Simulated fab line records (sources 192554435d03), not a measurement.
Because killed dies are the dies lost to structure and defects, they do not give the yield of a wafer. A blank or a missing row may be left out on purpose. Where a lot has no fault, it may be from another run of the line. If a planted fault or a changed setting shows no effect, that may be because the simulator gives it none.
Which tool is to blame? ; flow n5_finfet ; at 1 step of a route of 1938, 10 lots with 30 wafers sampled

## WHAT THE GAUGES SHOWED, per wafer
N5_PMOS_HMC_CHANNEL_EPI_INSPECT_30: inspects for defects (darkfield).
lot;measured;on;raw_defect_count
L913;day 1 20:07;defect_inspect-02;42 20 17
L915;day 2 09:19;defect_inspect-01;11 11 9
L918;day 3 03:08;defect_inspect-02;15 16 19
L928;day 5 14:52;defect_inspect-01;17 30 15
L929;day 5 20:07;defect_inspect-01;17 16 34
L932;day 6 15:01;defect_inspect-01;19 8 15
L933;day 6 21:08;defect_inspect-01;20 14 23
L934;day 7 02:20;defect_inspect-02;9 16 12
L935;day 7 09:02;defect_inspect-02;22 26 15
L936;day 7 15:22;defect_inspect-02;21 27 27

## WHICH TOOL RAN EACH LOT (tool, then ch and the chambers of the sampled wafers, then the start)
Before these readings, the record contains no process step.

## THE ANSWER, worked out from the rows above alone
Rule: usual is defined by the lots themselves. The widest of any qualifying gaps counts: lots, ordered by their means at a reading, are off when they make up no more than a third of the lots, leave a main group of 4 or more, and stand apart from it by 3 or more times the standard deviation of that group's means. A main group whose means are all the same, to the digits that the tables above print for the reading, isn't used. A lot without any number at a reading at which 4 lots or more have one is off too. Where the step has rows for the other lots, those lots are counted as sound.
No lot is off on any of the readings shown, so nothing can be concluded from this.

## WHAT WAS PUT IN BY THE SIMULATOR
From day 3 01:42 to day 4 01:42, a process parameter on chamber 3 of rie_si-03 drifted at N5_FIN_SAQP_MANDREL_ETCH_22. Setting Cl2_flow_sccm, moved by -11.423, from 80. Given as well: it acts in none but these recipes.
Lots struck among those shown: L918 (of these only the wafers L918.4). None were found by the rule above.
